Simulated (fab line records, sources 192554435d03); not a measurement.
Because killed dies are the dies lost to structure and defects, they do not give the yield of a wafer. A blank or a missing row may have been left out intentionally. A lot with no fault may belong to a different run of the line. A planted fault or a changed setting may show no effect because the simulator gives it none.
Which tool did it? / flow n5 finfet / 13 lots with 35 wafers sampled at 4 steps, on a route of 1938 steps

## WHAT THE GAUGES READ, wafer by wafer
N5_BEOL_M11_THK_MEAS_01. Usual: M11_ILD_THK gives 267 nm (standard deviation 3.7).
lot=L446; measured=day 10 10:54; on=film metro-02; M11_ILD_THK (nm)=266 270 272; flag=
lot=L447; measured=day 10 20:06; on=film metro-01; M11_ILD_THK (nm)=265 262 267; flag=
lot=L450; measured=day 11 18:59; on=film metro-01; M11_ILD_THK (nm)=264 269 274; flag=
lot=L453; measured=day 12 12:38; on=film metro-02; M11_ILD_THK (nm)=264 259; flag=
lot=L451; measured=day 12 20:08; on=film metro-01; M11_ILD_THK (nm)=269 272; flag=
lot=L454; measured=day 12 22:54; on=film metro-02; M11_ILD_THK (nm)=262 264 268; flag=
lot=L457; measured=day 13 07:17; on=film metro-02; M11_ILD_THK (nm)=265 270 269; flag=
lot=L459; measured=day 13 14:37; on=film metro-01; M11_ILD_THK (nm)=265 267 269; flag=
lot=L458; measured=day 13 15:34; on=film metro-02; M11_ILD_THK (nm)=263 265; flag=
lot=L464; measured=day 15 01:14; on=film metro-02; M11_ILD_THK (nm)=266 270 264; flag=
lot=L465; measured=day 15 08:47; on=film metro-02; M11_ILD_THK (nm)=266 268 269; flag=
lot=L466; measured=day 15 14:45; on=film metro-01; M11_ILD_THK (nm)=264 265 266; flag=
lot=L468; measured=day 16 22:16; on=film metro-01; M11_ILD_THK (nm)=271 274; flag=

## TOOL THAT RAN EACH LOT (tool first, then ch and the chambers of the sampled wafers, then the start)
lot=L446; N5_BEOL_M10_CURE_72=uv cure-03 ch 1, day 10 06:23; N5_BEOL_M10_SURFACE_TREAT_76=pvd sputter-02, day 10 07:14; N5_BEOL_M10_CMP_52=cmp-02 ch 1,3, day 10 09:49
lot=L447; N5_BEOL_M10_CURE_72=uv cure-03 ch 2, day 10 16:24; N5_BEOL_M10_SURFACE_TREAT_76=pvd sputter-03, day 10 17:34; N5_BEOL_M10_CMP_52=cmp-04 ch 0,2,3, day 10 18:32
lot=L450; N5_BEOL_M10_CURE_72=uv cure-02 ch 1, day 11 15:37; N5_BEOL_M10_SURFACE_TREAT_76=pvd sputter-03, day 11 16:53; N5_BEOL_M10_CMP_52=cmp-04 ch 1,3, day 11 17:47
lot=L453; N5_BEOL_M10_CURE_72=uv cure-02 ch 1, day 12 09:05; N5_BEOL_M10_SURFACE_TREAT_76=pvd sputter-01, day 12 09:51; N5_BEOL_M10_CMP_52=cmp-03 ch 1,3, day 12 11:34
lot=L451; N5_BEOL_M10_CURE_72=uv cure-02 ch 1, day 12 15:52; N5_BEOL_M10_SURFACE_TREAT_76=pvd sputter-03, day 12 18:17; N5_BEOL_M10_CMP_52=cmp-04 ch 1,2, day 12 19:11
lot=L454; N5_BEOL_M10_CURE_72=uv cure-03 ch 2, day 12 18:24; N5_BEOL_M10_SURFACE_TREAT_76=pvd sputter-01, day 12 19:55; N5_BEOL_M10_CMP_52=cmp-04 ch 0,2,3, day 12 21:23
lot=L457; N5_BEOL_M10_CURE_72=uv cure-02 ch 2, day 13 03:59; N5_BEOL_M10_SURFACE_TREAT_76=pvd sputter-03, day 13 05:03; N5_BEOL_M10_CMP_52=cmp-03 ch 0,1,2, day 13 06:15
lot=L459; N5_BEOL_M10_CURE_72=uv cure-02 ch 0, day 13 11:44; N5_BEOL_M10_SURFACE_TREAT_76=pvd sputter-03, day 13 12:44; N5_BEOL_M10_CMP_52=cmp-04 ch 0,2, day 13 13:32
lot=L458; N5_BEOL_M10_CURE_72=uv cure-02 ch 1, day 13 12:18; N5_BEOL_M10_SURFACE_TREAT_76=pvd sputter-01, day 13 13:38; N5_BEOL_M10_CMP_52=cmp-04 ch 0,2, day 13 14:25
lot=L464; N5_BEOL_M10_CURE_72=uv cure-01 ch 0, day 14 21:53; N5_BEOL_M10_SURFACE_TREAT_76=pvd sputter-03, day 14 23:09; N5_BEOL_M10_CMP_52=cmp-04 ch 0,3, day 14 23:54
lot=L465; N5_BEOL_M10_CURE_72=uv cure-01 ch 0, day 15 05:16; N5_BEOL_M10_SURFACE_TREAT_76=pvd sputter-02, day 15 06:28; N5_BEOL_M10_CMP_52=cmp-04 ch 2,3, day 15 07:16
lot=L466; N5_BEOL_M10_CURE_72=uv cure-03 ch 2, day 15 11:51; N5_BEOL_M10_SURFACE_TREAT_76=pvd sputter-02, day 15 12:55; N5_BEOL_M10_CMP_52=cmp-02 ch 1,2,3, day 15 13:42
lot=L468; N5_BEOL_M10_CURE_72=uv cure-02 ch 0, day 16 17:15; N5_BEOL_M10_SURFACE_TREAT_76=pvd sputter-01, day 16 20:22; N5_BEOL_M10_CMP_52=cmp-03 ch 0,3, day 16 21:11
- N5_BEOL_M10_CURE_72: cures SiCOH lowk, time 120 s.
- N5_BEOL_M10_SURFACE_TREAT_76
- N5_BEOL_M10_CMP_52: polishes, stops on SiCOH lowk, t overpolish 7 s, target thk 140 nm.

## WHAT THE TOOLS THEMSELVES READ (means of the sampled wafers that have a number; where no wafer has one, the mark that the record gives instead)
N5_BEOL_M10_CURE_72. Usual: lamp power pct 52.32 %, standard deviation 0.052; wafer_temp_C_max 371.9, standard deviation 0.65.
lot=L446; tool=uv cure-03; lamp power pct (%)=52.34; wafer_temp_C_max=371.5; flag=
lot=L447; tool=uv cure-03; lamp power pct (%)=52.29; wafer_temp_C_max=373.0; flag=
lot=L450; tool=uv cure-02; lamp power pct (%)=52.31; wafer_temp_C_max=371.1; flag=
lot=L453; tool=uv cure-02; lamp power pct (%)=52.30; wafer_temp_C_max=371.9; flag=
lot=L451; tool=uv cure-02; lamp power pct (%)=52.31; wafer_temp_C_max=371.5; flag=
lot=L454; tool=uv cure-03; lamp power pct (%)=52.32; wafer_temp_C_max=372.7; flag=
lot=L457; tool=uv cure-02; lamp power pct (%)=52.34; wafer_temp_C_max=371.1; flag=
lot=L459; tool=uv cure-02; lamp power pct (%)=52.31; wafer_temp_C_max=372.5; flag=
lot=L458; tool=uv cure-02; lamp power pct (%)=52.30; wafer_temp_C_max=371.3; flag=
lot=L464; tool=uv cure-01; lamp power pct (%)=52.33; wafer_temp_C_max=371.9; flag=
lot=L465; tool=uv cure-01; lamp power pct (%)=52.29; wafer_temp_C_max=371.5; flag=
lot=L466; tool=uv cure-03; lamp power pct (%)=52.31; wafer_temp_C_max=372.8; flag=
lot=L468; tool=uv cure-02; lamp power pct (%)=52.32; wafer_temp_C_max=372.4; flag=

N5_BEOL_M10_CMP_52. Usual: barrier field endpoint s 28.6 s, standard deviation 0.77; motor current A 5.8 A, standard deviation 0.62; overpolish run s 7.001 s, standard deviation 0.0093; platen rpm 50.00 rpm, standard deviation 0.036; time to endpoint s 64 s, standard deviation 3.4.
lot=L446; tool=cmp-02; barrier field endpoint s (s)=29.0; motor current A (A)=5.6; overpolish run s (s)=7.004; platen rpm (rpm)=49.98; time to endpoint s (s)=64; flag=
lot=L447; tool=cmp-04; barrier field endpoint s (s)=28.1; motor current A (A)=5.9; overpolish run s (s)=6.995; platen rpm (rpm)=50.01; time to endpoint s (s)=61; flag=
lot=L450; tool=cmp-04; barrier field endpoint s (s)=28.9; motor current A (A)=5.9; overpolish run s (s)=7.004; platen rpm (rpm)=49.97; time to endpoint s (s)=64; flag=
lot=L453; tool=cmp-03; barrier field endpoint s (s)=30.1; motor current A (A)=6.1; overpolish run s (s)=6.992; platen rpm (rpm)=50.02; time to endpoint s (s)=67; flag=
lot=L451; tool=cmp-04; barrier field endpoint s (s)=28.8; motor current A (A)=5.5; overpolish run s (s)=7.006; platen rpm (rpm)=50.00; time to endpoint s (s)=64; flag=
lot=L454; tool=cmp-04; barrier field endpoint s (s)=29.1; motor current A (A)=5.7; overpolish run s (s)=6.989; platen rpm (rpm)=49.98; time to endpoint s (s)=67; flag=
lot=L457; tool=cmp-03; barrier field endpoint s (s)=28.1; motor current A (A)=6.1; overpolish run s (s)=7.011; platen rpm (rpm)=49.99; time to endpoint s (s)=62; flag=
lot=L459; tool=cmp-04; barrier field endpoint s (s)=28.5; motor current A (A)=5.7; overpolish run s (s)=7.001; platen rpm (rpm)=50.01; time to endpoint s (s)=63; flag=
lot=L458; tool=cmp-04; barrier field endpoint s (s)=28.1; motor current A (A)=5.8; overpolish run s (s)=7.008; platen rpm (rpm)=50.03; time to endpoint s (s)=64; flag=
lot=L464; tool=cmp-04; barrier field endpoint s (s)=26.4; motor current A (A)=6.0; overpolish run s (s)=6.998; platen rpm (rpm)=52.04; time to endpoint s (s)=63; flag=OFF
lot=L465; tool=cmp-04; barrier field endpoint s (s)=27.7; motor current A (A)=5.5; overpolish run s (s)=6.998; platen rpm (rpm)=51.99; time to endpoint s (s)=66; flag=OFF
lot=L466; tool=cmp-02; barrier field endpoint s (s)=29.1; motor current A (A)=5.8; overpolish run s (s)=7.008; platen rpm (rpm)=49.99; time to endpoint s (s)=67; flag=
lot=L468; tool=cmp-03; barrier field endpoint s (s)=30.3; motor current A (A)=5.1; overpolish run s (s)=7.003; platen rpm (rpm)=50.02; time to endpoint s (s)=73; flag=

## THE ANSWER, worked out from the rows above alone
Rule: a lot is off if the mean of its wafers that have a number lies more than 3 standard deviations from the usual mean. Also off: a lot with no number at a reading for which 4 or more lots have one. Any other lot the step has rows for is counted as sound. The gauges are gone through in route order, then the tools' own readings, and for those a lot's mean is taken as printed above. At the first step where some lot is off, the reading lying furthest off is the one used; lots without a number count as furthest.
Off at N5_BEOL_M10_CMP_52 (platen rpm): L464, L465.
If a tool, at that step or one of the process steps before it, ran each lot that is off and ran no sound lot following the first of them, it fits. This does not decide it: 2 tools fit, namely uv cure-01 at N5_BEOL_M10_CURE_72 and cmp-04 at N5_BEOL_M10_CMP_52.

## WHAT THE SIMULATOR HAD INSERTED
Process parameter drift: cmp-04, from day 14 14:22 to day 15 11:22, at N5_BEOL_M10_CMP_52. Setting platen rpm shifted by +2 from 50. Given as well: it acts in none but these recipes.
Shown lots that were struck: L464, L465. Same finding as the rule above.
